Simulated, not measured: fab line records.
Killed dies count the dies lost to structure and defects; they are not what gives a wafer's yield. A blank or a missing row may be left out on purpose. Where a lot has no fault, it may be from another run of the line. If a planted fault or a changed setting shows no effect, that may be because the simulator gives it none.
Which of the tools did it? || flow nand-harc || 18 wafers from 6 lots sampled at 5 of the route's 1302 steps

## WHAT THE GAUGES SHOWED, per wafer
NHARC_END_SORT_01.
lot || measured || on || killed-at-array

## WHAT TOOL EACH LOT RAN ON (gives the tool, then ch and the chambers of the sampled wafers, and finally the start)
{"lot": "L895", "NHARC_A_CHANNEL_HOLE_D1_DEP_00": "acl-dep-02 ch 0, day 8 17:28", "NHARC_A_BONDPAD_DEGAS_25": "pvd-sputter-03, day 23 10:34", "NHARC_THIN_TSV_DESCUM_35": "rie-diel-10 ch 0,2,3, day 24 07:25", "NHARC_THIN_TSV_STRIP_56": "plasma-asher-01 ch 0,1, day 24 07:52"}
{"lot": "L897", "NHARC_A_CHANNEL_HOLE_D1_DEP_00": "acl-dep-02 ch 0, day 9 12:26", "NHARC_A_BONDPAD_DEGAS_25": "pvd-sputter-02, day 23 19:31", "NHARC_THIN_TSV_DESCUM_35": "rie-diel-11 ch 0,1,2, day 24 12:29", "NHARC_THIN_TSV_STRIP_56": "plasma-asher-02 ch 1, day 24 13:11"}
{"lot": "L899", "NHARC_A_CHANNEL_HOLE_D1_DEP_00": "acl-dep-01 ch 0, day 10 14:46", "NHARC_A_BONDPAD_DEGAS_25": "pvd-sputter-03, day 25 04:17", "NHARC_THIN_TSV_DESCUM_35": "rie-diel-09 ch 0,1, day 26 00:04", "NHARC_THIN_TSV_STRIP_56": "plasma-asher-02 ch 0,1, day 26 00:32"}
{"lot": "L901", "NHARC_A_CHANNEL_HOLE_D1_DEP_00": "acl-dep-01 ch 0, day 11 17:18", "NHARC_A_BONDPAD_DEGAS_25": "pvd-sputter-03, day 26 03:10", "NHARC_THIN_TSV_DESCUM_35": "rie-diel-09 ch 2,3, day 27 01:40", "NHARC_THIN_TSV_STRIP_56": "plasma-asher-01 ch 0,1, day 27 02:14"}
{"lot": "L914", "NHARC_A_CHANNEL_HOLE_D1_DEP_00": "acl-dep-02 ch 0, day 16 14:50", "NHARC_A_BONDPAD_DEGAS_25": "pvd-sputter-02, day 31 02:41", "NHARC_THIN_TSV_DESCUM_35": "rie-diel-09 ch 0,1,3, day 31 22:43", "NHARC_THIN_TSV_STRIP_56": "plasma-asher-02 ch 0,1, day 31 23:27"}
{"lot": "L916", "NHARC_A_CHANNEL_HOLE_D1_DEP_00": "acl-dep-02 ch 0, day 17 14:19", "NHARC_A_BONDPAD_DEGAS_25": "pvd-sputter-01, day 32 06:32", "NHARC_THIN_TSV_DESCUM_35": "rie-diel-11 ch 0,1,3, day 33 04:55", "NHARC_THIN_TSV_STRIP_56": "plasma-asher-01 ch 0,1, day 33 05:26"}
- NHARC_A_CHANNEL_HOLE_D1_DEP_00: deposits aC, target thk 3100 nm.
- NHARC_A_BONDPAD_DEGAS_25: time 60 s.
- NHARC_THIN_TSV_DESCUM_35: chemistry O2, time 3 s.
- NHARC_THIN_TSV_STRIP_56: strips in O2.

## THE ANSWER, worked out from the rows above alone
Rule: the lots themselves supply what counts as usual. Put in order of their means at a reading, lots are off if they are a third of the lots or fewer, leave a main group of 4 or more, and stand apart from it by a gap of 3 or more times the standard deviation of the main group's means; of several such gaps the widest counts. A main group is skipped when, at the precision printed for the reading in the tables above, its means are all equal. Also off: a lot with no number at a reading for which 4 or more lots have one. The other lots that the step has rows for count as sound.
Across all readings shown, no lot is off: no conclusion can be drawn from this.

## WHAT THE SIMULATOR HAD PUT IN
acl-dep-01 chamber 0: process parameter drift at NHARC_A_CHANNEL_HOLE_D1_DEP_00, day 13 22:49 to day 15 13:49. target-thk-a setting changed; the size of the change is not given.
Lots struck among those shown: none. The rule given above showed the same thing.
